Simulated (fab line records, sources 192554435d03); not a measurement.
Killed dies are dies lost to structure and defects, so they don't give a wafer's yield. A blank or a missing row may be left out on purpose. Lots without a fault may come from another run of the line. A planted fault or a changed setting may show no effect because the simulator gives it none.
A struck lot beside a sound one | flow n5_finfet | 32 steps out of a route of 1938
Sound: wafers L450.1, L450.3, L450.6. Struck: wafers L458.1, L458.2, L458.5. The cause comes at the end.
At each step with rows: each side's tool, then ch and its chambers, then its first start. Under that, the readings that differ: sound wafers | struck wafers | difference of the means | sigmas: that difference in standard deviations of wafers without a fault.
alike: readings whose means differ by less than 2 such deviations, and words and numbers that are the same on both sides. not compared: withheld readings, readings that some wafer has no value for, bounds like >300 that may hide the same value, and numbers for which the record gives no deviation and whose values overlap.
The two part at a step that has a row with sigmas, a row that says differs or no value, or rows on one side only. Numbers that don't overlap but have no deviation are shown without sigmas and don't part them. A reading that every wafer of one side lacks parts them only if that side has two wafers or more.

first, 8 steps without rows for these wafers: N5_SD_EPI_P_PRECLEAN_32 (cleans in dHF, time 10 s); N5_SD_EPI_P_PRECLEAN_33 (cleans in SC2, time 45 s); N5_SD_EPI_P_SRD_25 (time 30 s); N5_SD_ACTIVATION_RTA_00 (time 0 s); N5_SD_ACTIVATION_LSA_01 (time 0.0008 s); N5_ILD0_LINER_00 (material SiNx, target thk 4 nm, pulse time 1 s, purge time 2 s); N5_ILD0_FCVD_FILL_01 (material SiO2 flowable, target thk 200 nm, time 328.3 s); N5_ILD0_CURE_02 (time 1800 s).
N5_ILD0_CMP_03: polishes, stops on SiNx, t overpolish 1.9 s, target thk 197.38 nm.
  sound on cmp-01 ch 0,3, day 4 09:38; struck on cmp-01 ch 2,3, day 6 17:19
  alike: motor_current_A, overpolish_run_s, slurry_filter_dp_kPa, time_to_endpoint_s
then, 22 steps without rows for these wafers: N5_ILD0_CMP_07 (polishes SiO2 flowable, stops on poly-Si, t overpolish 1.18 s, target thk 138.88 nm); N5_ILD0_PRECLEAN_10 (cleans in NF3:NH3, afs cycles 5, time 20 s, sublimation time 60 s); N5_ILD0_ALD_15 (deposits SiNx, target thk 24 nm, pulse time 1 s, ald cycles 480); N5_ILD0_CMP_12 (polishes SiNx, stops on poly-Si, t overpolish 6 s, target thk 17.67 nm); N5_SDB_HM_DEP_00 (deposits SiNx from SiH4/NH3/N2, target thk 40 nm, time 35.3 s); N5_SDB_COAT_03 (time 60 s, resist thk 100 nm); N5_SDB_COAT_04 (time 60 s, resist thk 18 nm); N5_SDB_COAT_05 (resist thk 90 nm); N5_SDB_EBR_07; N5_SDB_SOFTBAKE_06 (time 60 s); N5_SDB_EXPOSE_08 (exposes mask SDB); N5_SDB_PEB_09 (peb time 60 s); N5_SDB_DEVELOP_10 (develop time 30 s); N5_SDB_DESCUM_16 (chemistry O2, time 7.9 s); N5_SDB_ETCH_17 (etches SiARC in CF4, target depth 23.4 nm, time 39 s); N5_SDB_ETCH_18 (etches SOC in N2/H2, target depth 100 nm, overetch 20 nm, time 150 s); N5_SDB_STRIP_19 (strips in N2/H2); N5_SDB_STRIP_21 (strips in CF4); N5_SDB_HM_OPEN_20 (chemistry CH3F/O2, target SiNx, stops on poly-Si, target depth 24 nm); N5_SDB_STRIP_22 (strips in N2/H2); N5_SDB_PRECLEAN_23 (cleans in dHF, time 30 s); N5_SDB_DUMMY_REMOVE_24 (chemistry TMAH, target poly-Si, stops on SiO2, target depth 142 nm, time 57 s, rinse time 30 s).
-- the record jumps here: 10 days lie between the struck wafers' starts before and after (it left off in module SDB and takes up again in module PASSIVATION, whose first step shown is number 1936 of the route) --
N5_PASSIVATION_PROBE_49:
  sound on prober-02, day 13 10:39; struck on prober-02, day 16 10:32
  reading                  | sound          | struck         | difference | sigmas
  defect_limited_yield (%) | 91.2 90.4 91.2 | 67.0 65.3 69.6 | -23.6      | -18
  killed_at_M4_up          | 17 25 28       | 13 10 4        | -14        | -3
  killed_at_front_end      | 42 25 22       | 330 349 316    | +302       | +27
  killed_dies              | 104 113 104    | 389 409 359    | +279       | +17
  killed_on_rim            | 22 17 9        | 46 53 54       | +35        | +10
  sort_bin_5_function (%)  | 5.3 6.1 5.3    | 19.8 21.8 19.7 | +14.9      | +17
  sort_bin_6_memory (%)    | 3.6 3.3 3.0    | 11.3 10.9 9.8  | +7.4       | +12
  sort_n_pass              | 1076 1067 1076 | 791 771 821    | -279       | -17
  sort_yield_pct (%)       | 91.2 90.4 91.2 | 67.0 65.3 69.6 | -23.6      | -18
  alike: killed_at_M0_to_M3, killed_at_contacts, killed_at_other, killed_open, killed_short

WHERE THEY PART
Only at N5_PASSIVATION_PROBE_49, within this record.

WHY: what the simulator had put in
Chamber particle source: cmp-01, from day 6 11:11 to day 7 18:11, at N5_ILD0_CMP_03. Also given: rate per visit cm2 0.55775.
